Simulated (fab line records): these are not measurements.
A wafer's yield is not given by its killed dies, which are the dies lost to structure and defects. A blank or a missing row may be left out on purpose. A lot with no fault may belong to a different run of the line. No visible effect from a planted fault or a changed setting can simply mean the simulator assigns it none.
Which of the tools did it?	flow nandHarc	7 lots, 21 wafers sampled, at 4 steps of a route of 1159

WHAT EACH GAUGE READ, for each wafer
NHARC_A_BONDPAD_OVL_MEAS_35.
lot	measured	on	overlayXNm (nm)
L383	day 18 13:44	overlay-01	2 2 1
L384	day 18 13:53	overlay-02	3 4 4
L387	day 19 22:55	overlay-01	1 1 1
L386	day 20 06:26	overlay-02	7 7
L393	day 20 15:35	overlay-02	1
L402	day 23 15:35	overlay-01	-4 -5 -4
L404	day 23 18:38	overlay-01	-5 -5 -5

WHICH TOOL RAN EACH LOT (tool, then ch and the chambers of the sampled wafers, then the start)
lot	NHARC_A_WL_FILL_CVD_03	NHARC_A_M1_ANNEAL_31	NHARC_A_M1_DEP_33
L383	cvdW-01 ch 0,1, day 15 08:50	rtpAnneal-01 ch 0, day 18 10:39	pecvd-03 ch 1,2, day 18 11:52
L384	cvdW-01 ch 0,1, day 15 14:59	rtpAnneal-02 ch 0, day 18 10:56	pecvd-02 ch 0,1,2, day 18 11:56
L387	cvdW-01 ch 0, day 17 02:29	rtpAnneal-01 ch 0, day 19 19:14	pecvd-03 ch 0,1,2, day 19 20:14
L386	cvdW-01 ch 0,1, day 17 09:34	rtpAnneal-01 ch 0, day 20 02:47	pecvd-02 ch 2, day 20 04:38
L393	cvdW-01 ch 0,1, day 17 19:42	rtpAnneal-02 ch 0, day 20 12:47	pecvd-02 ch 2, day 20 13:47
L402	cvdW-01 ch 0,1, day 20 20:08	rtpAnneal-02 ch 0, day 23 12:47	pecvd-03 ch 1,2, day 23 13:43
L404	cvdW-01 ch 0,1, day 20 23:25	rtpAnneal-01 ch 0, day 23 15:53	pecvd-03 ch 0,1,2, day 23 16:50
- NHARC_A_WL_FILL_CVD_03: deposits W, target thk 40 nm, time 3302 s.
- NHARC_A_M1_ANNEAL_31: time 90 s.
- NHARC_A_M1_DEP_33: deposits SiCN, target thk 30 nm.

THE ANSWER, worked out from the rows above alone
Rule: the usual values come from the lots themselves. The widest of any qualifying gaps counts: lots, ordered by their means at a reading, are off when they make up no more than a third of the lots, leave a main group of 4 or more, and stand apart from it by 3 or more times the standard deviation of that group's means. Not used: any main group whose means are identical at the precision the tables above print for the reading. A lot without any number at a reading at which 4 lots or more have one is off too. Any other lot the step has rows for is counted as sound.
Nothing can be told from this: no lot is off at any reading shown.

WHAT THE SIMULATOR PUT IN
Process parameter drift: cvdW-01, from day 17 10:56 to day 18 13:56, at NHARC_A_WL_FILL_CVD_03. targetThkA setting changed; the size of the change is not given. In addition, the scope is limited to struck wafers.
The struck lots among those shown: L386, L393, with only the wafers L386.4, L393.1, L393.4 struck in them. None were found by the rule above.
